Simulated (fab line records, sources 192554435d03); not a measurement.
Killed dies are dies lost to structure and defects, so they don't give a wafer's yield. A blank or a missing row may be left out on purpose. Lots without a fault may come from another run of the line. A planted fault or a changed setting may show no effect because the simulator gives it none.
Which tool did it? | flow n5_finfet | 24 lots, 72 wafers sampled, at 5 steps of a route of 1938

WHAT THE GAUGES READ, wafer by wafer
N5_BEOL_M4_INSPECT_59: inspects for defects (darkfield).
lot  | measured     | on                | raw_defect_count
L074 | day 8 17:10  | defect_inspect-01 | 42 65 60
L077 | day 9 01:04  | defect_inspect-02 | 65 68 58
L076 | day 9 04:11  | defect_inspect-02 | 89 47 39
L075 | day 9 06:10  | defect_inspect-01 | 116 102 99
L079 | day 9 09:04  | defect_inspect-01 | 77 93 67
L078 | day 9 10:54  | defect_inspect-01 | 85 47 57
L080 | day 10 10:29 | defect_inspect-02 | 104 50 88
L081 | day 10 16:59 | defect_inspect-01 | 51 65 44
L082 | day 11 14:37 | defect_inspect-02 | 69 55 58
L085 | day 11 14:40 | defect_inspect-02 | 47 41 98
L084 | day 12 19:10 | defect_inspect-02 | 52 51 46
L086 | day 13 02:01 | defect_inspect-01 | 77 68 58
L089 | day 13 08:40 | defect_inspect-02 | 50 122 77
L083 | day 13 11:58 | defect_inspect-01 | 76 68 65
L087 | day 13 17:02 | defect_inspect-01 | 133 89 95
L088 | day 13 20:29 | defect_inspect-02 | 35 40 39
L090 | day 14 04:59 | defect_inspect-01 | 70 68 70
L093 | day 14 17:57 | defect_inspect-02 | 72 92 97
L092 | day 14 20:07 | defect_inspect-02 | 103 65 62
L094 | day 14 22:30 | defect_inspect-01 | 85 71 56
L091 | day 14 22:51 | defect_inspect-01 | 83 69 52
L095 | day 15 15:07 | defect_inspect-02 | 55 55 59
L097 | day 15 15:23 | defect_inspect-01 | 39 77 39
L096 | day 15 22:17 | defect_inspect-01 | 106 105 82

N5_BEOL_M5_THK_MEAS_53: measures by xrf.
lot  | measured     | on            | M5_THK (nm)
L074 | day 9 06:32  | film_metro-01 | 57.7 59.1 60.9
L077 | day 9 15:23  | film_metro-02 | 61.2 59.3 61.0
L076 | day 9 15:29  | film_metro-02 | 60.4 60.0 62.0
L075 | day 9 19:23  | film_metro-01 | 60.8 63.0 60.1
L079 | day 9 21:28  | film_metro-01 | 59.8 61.9 61.0
L078 | day 9 23:49  | film_metro-01 | 60.7 61.0 59.2
L080 | day 10 23:21 | film_metro-01 | 60.0 61.7 61.8
L081 | day 11 06:38 | film_metro-01 | 60.3 62.0 61.1
L082 | day 12 02:43 | film_metro-02 | 61.6 59.9 60.4
L085 | day 12 04:46 | film_metro-02 | 61.0 61.2 60.9
L084 | day 13 08:37 | film_metro-01 | 62.1 64.4 62.1
L086 | day 13 14:37 | film_metro-01 | 61.1 61.0 60.7
L089 | day 13 21:11 | film_metro-01 | 59.5 60.2 60.0
L083 | day 14 02:01 | film_metro-02 | 59.6 60.4 58.3
L087 | day 14 07:02 | film_metro-01 | 63.3 62.2 63.3
L088 | day 14 10:19 | film_metro-02 | 59.6 59.2 58.3
L090 | day 14 17:21 | film_metro-02 | 62.8 60.9 62.8
L093 | day 15 05:34 | film_metro-01 | 61.1 61.1 61.3
L092 | day 15 08:43 | film_metro-02 | 60.1 63.5 58.8
L094 | day 15 12:31 | film_metro-01 | 61.5 60.1 60.3
L091 | day 15 11:38 | film_metro-02 | 61.0 60.4 61.0
L095 | day 16 03:00 | film_metro-02 | 60.2 59.7 59.4
L097 | day 16 02:25 | film_metro-02 | 63.2 61.8 63.5
L096 | day 16 13:01 | film_metro-01 | 61.3 62.3 61.3

WHICH TOOL RAN EACH LOT (tool, then ch and the chambers of the sampled wafers, then the start)
lot  | N5_BEOL_M4_SPUTTER_86        | N5_BEOL_M5_PECVD_70             | N5_BEOL_M5_SPUTTER_83
L074 | pvd_sputter-03, day 8 14:59  | pecvd-02 ch 0,1,2, day 8 18:46  | pvd_sputter-03, day 9 03:19
L077 | pvd_sputter-03, day 8 22:53  | pecvd-01 ch 0,2, day 9 02:41    | pvd_sputter-02, day 9 10:30
L076 | pvd_sputter-02, day 9 02:01  | pecvd-02 ch 1,2, day 9 05:47    | pvd_sputter-01, day 9 12:29
L075 | pvd_sputter-01, day 9 03:59  | pecvd-01 ch 0,2, day 9 07:57    | pvd_sputter-02, day 9 16:24
L079 | pvd_sputter-01, day 9 06:53  | pecvd-02 ch 0,1, day 9 10:40    | pvd_sputter-01, day 9 18:30
L078 | pvd_sputter-01, day 9 08:43  | pecvd-04 ch 0,1, day 9 12:30    | pvd_sputter-03, day 9 20:48
L080 | pvd_sputter-01, day 10 00:17 | pecvd-01 ch 0,1, day 10 12:35   | pvd_sputter-03, day 10 20:23
L081 | pvd_sputter-03, day 10 14:37 | pecvd-04 ch 0,1, day 10 19:04   | pvd_sputter-01, day 11 03:29
L082 | pvd_sputter-01, day 11 12:27 | pecvd-04 ch 0,1,2, day 11 16:20 | pvd_sputter-03, day 11 23:45
L085 | pvd_sputter-03, day 11 12:29 | pecvd-04 ch 0,1, day 11 16:29   | pvd_sputter-01, day 12 01:49
L084 | pvd_sputter-02, day 12 16:43 | pecvd-01 ch 1,2, day 12 20:46   | pvd_sputter-01, day 13 05:34
L086 | pvd_sputter-01, day 12 23:50 | pecvd-02 ch 0,1,2, day 13 03:37 | pvd_sputter-02, day 13 11:38
L089 | pvd_sputter-02, day 13 06:27 | pecvd-04 ch 0, day 13 10:15     | pvd_sputter-01, day 13 18:13
L083 | pvd_sputter-01, day 13 09:48 | pecvd-02 ch 0,2, day 13 13:34   | pvd_sputter-03, day 13 22:56
L087 | pvd_sputter-03, day 13 14:44 | pecvd-01 ch 0,1, day 13 18:37   | pvd_sputter-02, day 14 04:04
L088 | pvd_sputter-02, day 13 18:19 | pecvd-04 ch 0,2, day 13 22:05   | pvd_sputter-03, day 14 07:20
L090 | pvd_sputter-01, day 14 02:49 | pecvd-04 ch 0,2, day 14 06:36   | pvd_sputter-03, day 14 14:23
L093 | pvd_sputter-01, day 14 15:46 | pecvd-01 ch 0,1,2, day 14 19:34 | pvd_sputter-02, day 15 02:35
L092 | pvd_sputter-01, day 14 17:36 | pecvd-04 ch 0,1,2, day 14 21:44 | pvd_sputter-01, day 15 05:45
L094 | pvd_sputter-02, day 14 20:16 | pecvd-04 ch 0,1,2, day 15 00:05 | pvd_sputter-03, day 15 09:19
L091 | pvd_sputter-03, day 14 20:28 | pecvd-01 ch 0,2, day 15 00:27   | pvd_sputter-02, day 15 08:40
L095 | pvd_sputter-02, day 15 12:56 | pecvd-02 ch 0,1,2, day 15 17:13 | pvd_sputter-01, day 16 00:01
L097 | pvd_sputter-01, day 15 13:09 | pecvd-04 ch 0,1,2, day 15 16:59 | pvd_sputter-03, day 15 23:27
L096 | pvd_sputter-01, day 15 20:01 | pecvd-02 ch 0,1, day 15 23:53   | pvd_sputter-03, day 16 10:02
- N5_BEOL_M4_SPUTTER_86: material Cu, target thk 4.5 nm, time 8.29 s.
- N5_BEOL_M5_PECVD_70: deposits SiO2 from TEOS/O2, target thk 16 nm, time 18 s.
- N5_BEOL_M5_SPUTTER_83: material Cu, target thk 15 nm, time 27.62 s.

WHAT THE TOOLS THEMSELVES READ (means of the sampled wafers that have a number; where no wafer has one, the mark that the record gives instead)
N5_BEOL_M4_SPUTTER_86.
lot  | tool           | chuck_gas_flow_sccm (sccm) | throttle_valve_pct (%)
L074 | pvd_sputter-03 | 1.25                       | 29.9
L077 | pvd_sputter-03 | 1.30                       | 31.2
L076 | pvd_sputter-02 | 1.25                       | 30.2
L075 | pvd_sputter-01 | 1.23                       | 29.6
L079 | pvd_sputter-01 | 1.30                       | 29.8
L078 | pvd_sputter-01 | 1.22                       | 29.3
L080 | pvd_sputter-01 | 1.25                       | 29.8
L081 | pvd_sputter-03 | 1.29                       | 31.9
L082 | pvd_sputter-01 | 1.23                       | 30.0
L085 | pvd_sputter-03 | 1.25                       | 30.7
L084 | pvd_sputter-02 | 1.29                       | 30.3
L086 | pvd_sputter-01 | 1.24                       | 29.1
L089 | pvd_sputter-02 | 1.26                       | 30.3
L083 | pvd_sputter-01 | 1.25                       | 28.8
L087 | pvd_sputter-03 | 1.31                       | 31.1
L088 | pvd_sputter-02 | 1.30                       | 29.8
L090 | pvd_sputter-01 | 1.24                       | 29.1
L093 | pvd_sputter-01 | 1.23                       | 28.5
L092 | pvd_sputter-01 | 1.28                       | 28.6
L094 | pvd_sputter-02 | 1.27                       | 30.0
L091 | pvd_sputter-03 | 1.23                       | 30.8
L095 | pvd_sputter-02 | 1.26                       | 30.5
L097 | pvd_sputter-01 | 1.24                       | 29.6
L096 | pvd_sputter-01 | 1.27                       | 29.7

N5_BEOL_M5_PECVD_70.
lot  | tool     | heater_power_w (W) | rf_fwd_power_W (W) | showerhead_plenum_p_Torr (Torr) | throttle_valve_pct (%)
L074 | pecvd-02 | 680                | 444.8              | 8.80                            | 23.1
L077 | pecvd-01 | 659                | 445.8              | 8.84                            | 21.7
L076 | pecvd-02 | 741                | 448.1              | 8.85                            | 22.4
L075 | pecvd-01 | 698                | 444.5              | 8.83                            | 22.1
L079 | pecvd-02 | 627                | 445.3              | 8.83                            | 24.2
L078 | pecvd-04 | 730                | 444.8              | 8.81                            | 23.4
L080 | pecvd-01 | 733                | 446.3              | 8.84                            | 22.5
L081 | pecvd-04 | 656                | 444.4              | 8.82                            | 23.6
L082 | pecvd-04 | 654                | 445.4              | 8.79                            | 22.4
L085 | pecvd-04 | 693                | 444.2              | 8.81                            | 22.5
L084 | pecvd-01 | 754                | 444.9              | 8.86                            | 23.3
L086 | pecvd-02 | 702                | 443.3              | 8.78                            | 23.3
L089 | pecvd-04 | 730                | 447.1              | 8.83                            | 24.7
L083 | pecvd-02 | 836                | 444.2              | 8.79                            | 22.3
L087 | pecvd-01 | 796                | 444.7              | 8.86                            | 22.6
L088 | pecvd-04 | 597                | 444.8              | 8.75                            | 22.5
L090 | pecvd-04 | 681                | 448.4              | 8.79                            | 23.9
L093 | pecvd-01 | 782                | 445.0              | 8.85                            | 22.4
L092 | pecvd-04 | 645                | 444.2              | 8.79                            | 22.8
L094 | pecvd-04 | 688                | 444.3              | 8.77                            | 22.6
L091 | pecvd-01 | 712                | 444.3              | 8.82                            | 21.1
L095 | pecvd-02 | 749                | 444.6              | 8.79                            | 23.2
L097 | pecvd-04 | 629                | 444.4              | 8.79                            | 22.8
L096 | pecvd-02 | 706                | 442.6              | 8.74                            | 23.7

N5_BEOL_M5_SPUTTER_83.
lot  | tool           | chuck_gas_flow_sccm (sccm) | throttle_valve_pct (%)
L074 | pvd_sputter-03 | 1.22                       | 30.6
L077 | pvd_sputter-02 | 1.20                       | 30.6
L076 | pvd_sputter-01 | 1.24                       | 29.8
L075 | pvd_sputter-02 | 1.23                       | 29.9
L079 | pvd_sputter-01 | 1.24                       | 29.0
L078 | pvd_sputter-03 | 1.24                       | 30.8
L080 | pvd_sputter-03 | 1.21                       | 30.5
L081 | pvd_sputter-01 | 1.24                       | 28.9
L082 | pvd_sputter-03 | 1.24                       | 29.9
L085 | pvd_sputter-01 | 1.21                       | 29.5
L084 | pvd_sputter-01 | 1.22                       | 30.2
L086 | pvd_sputter-02 | 1.31                       | 30.0
L089 | pvd_sputter-01 | 1.27                       | 29.7
L083 | pvd_sputter-03 | 1.29                       | 30.2
L087 | pvd_sputter-02 | 1.25                       | 29.9
L088 | pvd_sputter-03 | 1.24                       | 29.8
L090 | pvd_sputter-03 | 1.22                       | 29.9
L093 | pvd_sputter-02 | 1.27                       | 29.7
L092 | pvd_sputter-01 | 1.26                       | 28.8
L094 | pvd_sputter-03 | 1.26                       | 30.9
L091 | pvd_sputter-02 | 1.25                       | 30.7
L095 | pvd_sputter-01 | 1.26                       | 29.2
L097 | pvd_sputter-03 | 1.26                       | 29.9
L096 | pvd_sputter-03 | 1.20                       | 29.8

THE ANSWER, worked out from the rows above alone
Rule: what is usual is taken from the lots themselves. Put in order of their means at a reading, lots are off if they are a third of the lots or fewer, leave a main group of 4 or more, and stand apart from it by a gap of 3 or more times the standard deviation of the main group's means; of several such gaps the widest counts. A main group whose means are all the same, to the digits that the tables above print for the reading, isn't used. A lot without any number at a reading at which 4 lots or more have one is off too. The other lots that the step has rows for count as sound. The gauges are gone through in route order, then the tools' own readings, and for those a lot's mean is taken as printed above. The first step at which some lot is off is used, and at that step the reading that is off furthest; a lot without a number counts as furthest.
No lot is off at any reading shown: from this, nothing can be told.

WHAT THE SIMULATOR HAD PUT IN
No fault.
